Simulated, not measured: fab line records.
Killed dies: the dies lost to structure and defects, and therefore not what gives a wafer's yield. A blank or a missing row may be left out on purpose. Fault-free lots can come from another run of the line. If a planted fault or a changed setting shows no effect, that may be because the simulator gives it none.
Which tool did it? / flow n5Finfet / 28 wafers from 10 lots sampled at 6 of the route's 1938 steps

WHAT THE GAUGES SHOWED, per wafer
N5_BEOL_M4_RC_MEAS_101.
lot=L350; measured=day 8 17:21; on=prober-02; DIBL_N (mV/V)=37.6 40.3 36.1
lot=L353; measured=day 9 01:02; on=prober-01; DIBL_N (mV/V)=34.2 34.4
lot=L355; measured=day 9 21:43; on=prober-01; DIBL_N (mV/V)=38.0 38.1 36.9
lot=L357; measured=day 10 21:35; on=prober-01; DIBL_N (mV/V)=36.3 36.0 35.0
lot=L359; measured=day 11 14:27; on=prober-02; DIBL_N (mV/V)=34.8 35.9 38.4
lot=L362; measured=day 13 01:29; on=prober-01; DIBL_N (mV/V)=37.5 38.6 37.2
lot=L365; measured=day 13 10:46; on=prober-02; DIBL_N (mV/V)=36.8 39.3 36.1
lot=L366; measured=day 13 11:59; on=prober-01; DIBL_N (mV/V)=36.4 36.3
lot=L371; measured=day 14 21:52; on=prober-01; DIBL_N (mV/V)=33.3 37.5 36.8
lot=L372; measured=day 15 11:43; on=prober-01; DIBL_N (mV/V)=36.4 34.1 34.1

WHICH TOOL RAN EACH LOT (tool, then ch and the chambers of the sampled wafers, then the start)
lot=L350; N5_BEOL_M4_PECVD_72=pecvd-02 ch 1,2, day 8 06:25; N5_BEOL_M4_SPUTTER_86=pvdSputter-01, day 8 15:08; N5_BEOL_M4_ANNEAL_51=rtpAnneal-02 ch 0, day 8 16:26; N5_BEOL_M4_CMP_52=cmp-04 ch 1,2, day 8 16:46; N5_BEOL_M4_PRE_CLEAN_60=cvdCo-01 ch 0,1,2, day 8 17:04
lot=L353; N5_BEOL_M4_PECVD_72=pecvd-02 ch 1, day 8 11:41; N5_BEOL_M4_SPUTTER_86=pvdSputter-03, day 8 21:50; N5_BEOL_M4_ANNEAL_51=rtpAnneal-02 ch 0, day 8 23:53; N5_BEOL_M4_CMP_52=cmp-03 ch 0,1, day 9 00:13; N5_BEOL_M4_PRE_CLEAN_60=cvdCo-02 ch 0, day 9 00:27
lot=L355; N5_BEOL_M4_PECVD_72=pecvd-02 ch 0,1, day 8 22:40; N5_BEOL_M4_SPUTTER_86=pvdSputter-03, day 9 17:01; N5_BEOL_M4_ANNEAL_51=rtpAnneal-01 ch 0, day 9 20:35; N5_BEOL_M4_CMP_52=cmp-03 ch 1,2, day 9 20:55; N5_BEOL_M4_PRE_CLEAN_60=cvdCo-01 ch 1,2, day 9 21:15
lot=L357; N5_BEOL_M4_PECVD_72=pecvd-02 ch 0,2, day 9 09:50; N5_BEOL_M4_SPUTTER_86=pvdSputter-01, day 10 19:14; N5_BEOL_M4_ANNEAL_51=rtpAnneal-01 ch 0, day 10 20:35; N5_BEOL_M4_CMP_52=cmp-02 ch 2,3, day 10 20:52; N5_BEOL_M4_PRE_CLEAN_60=cvdCo-01 ch 0,1,2, day 10 21:10
lot=L359; N5_BEOL_M4_PECVD_72=pecvd-04 ch 0,1, day 11 04:10; N5_BEOL_M4_SPUTTER_86=pvdSputter-03, day 11 12:14; N5_BEOL_M4_ANNEAL_51=rtpAnneal-02 ch 0, day 11 13:32; N5_BEOL_M4_CMP_52=cmp-02 ch 0,3, day 11 13:52; N5_BEOL_M4_PRE_CLEAN_60=cvdCo-01 ch 0,1,2, day 11 14:10
lot=L362; N5_BEOL_M4_PECVD_72=pecvd-02 ch 0,2, day 12 08:12; N5_BEOL_M4_SPUTTER_86=pvdSputter-01, day 12 23:17; N5_BEOL_M4_ANNEAL_51=rtpAnneal-01 ch 0, day 13 00:35; N5_BEOL_M4_CMP_52=cmp-04 ch 0,1,3, day 13 00:58; N5_BEOL_M4_PRE_CLEAN_60=cvdCo-01 ch 0,1,2, day 13 01:13
lot=L365; N5_BEOL_M4_PECVD_72=pecvd-01 ch 0,1,2, day 12 11:07; N5_BEOL_M4_SPUTTER_86=pvdSputter-03, day 13 08:06; N5_BEOL_M4_ANNEAL_51=rtpAnneal-01 ch 0, day 13 09:32; N5_BEOL_M4_CMP_52=cmp-02 ch 1,2, day 13 09:44; N5_BEOL_M4_PRE_CLEAN_60=cvdCo-01 ch 0,1,2, day 13 10:02
lot=L366; N5_BEOL_M4_PECVD_72=pecvd-02 ch 0,1, day 12 12:47; N5_BEOL_M4_SPUTTER_86=pvdSputter-02, day 13 09:37; N5_BEOL_M4_ANNEAL_51=rtpAnneal-02 ch 0, day 13 10:58; N5_BEOL_M4_CMP_52=cmp-04 ch 0,2, day 13 11:13; N5_BEOL_M4_PRE_CLEAN_60=cvdCo-01 ch 0,2, day 13 11:34
lot=L371; N5_BEOL_M4_PECVD_72=pecvd-02 ch 0,2, day 14 08:20; N5_BEOL_M4_SPUTTER_86=pvdSputter-01, day 14 19:34; N5_BEOL_M4_ANNEAL_51=rtpAnneal-02 ch 0, day 14 20:54; N5_BEOL_M4_CMP_52=cmp-04 ch 2,3, day 14 21:12; N5_BEOL_M4_PRE_CLEAN_60=cvdCo-01 ch 0,2, day 14 21:32
lot=L372; N5_BEOL_M4_PECVD_72=pecvd-02 ch 0,1, day 14 19:35; N5_BEOL_M4_SPUTTER_86=pvdSputter-03, day 15 09:30; N5_BEOL_M4_ANNEAL_51=rtpAnneal-01 ch 0, day 15 10:47; N5_BEOL_M4_CMP_52=cmp-03 ch 0,2, day 15 11:08; N5_BEOL_M4_PRE_CLEAN_60=cvdCo-02 ch 1,2, day 15 11:26
- N5_BEOL_M4_PECVD_72: deposits SiO2 from TEOS/O2, target thk 16 nm, time 18 s.
- N5_BEOL_M4_SPUTTER_86: material Cu, target thk 4.5 nm, time 8.29 s.
- N5_BEOL_M4_ANNEAL_51: time 90 s.
- N5_BEOL_M4_CMP_52: polishes, stops on SiOC, t overpolish 6.8 s, target thk 40 nm.
- N5_BEOL_M4_PRE_CLEAN_60: time 15 s.

THE ANSWER, worked out from the rows above alone
Rule: what is usual is taken from the lots themselves. Put in order of their means at a reading, lots are off if they are a third of the lots or fewer, leave a main group of 4 or more, and stand apart from it by a gap of 3 or more times the standard deviation of the main group's means; of several such gaps the widest counts. The tables above print the reading to a certain number of digits; a main group whose means all agree to those digits is not used. A lot without any number at a reading at which 4 lots or more have one is off too. Any other lot the step has rows for is counted as sound.
No lot is off on any of the readings shown, so nothing can be concluded from this.

WHAT HAD BEEN PUT IN BY THE SIMULATOR
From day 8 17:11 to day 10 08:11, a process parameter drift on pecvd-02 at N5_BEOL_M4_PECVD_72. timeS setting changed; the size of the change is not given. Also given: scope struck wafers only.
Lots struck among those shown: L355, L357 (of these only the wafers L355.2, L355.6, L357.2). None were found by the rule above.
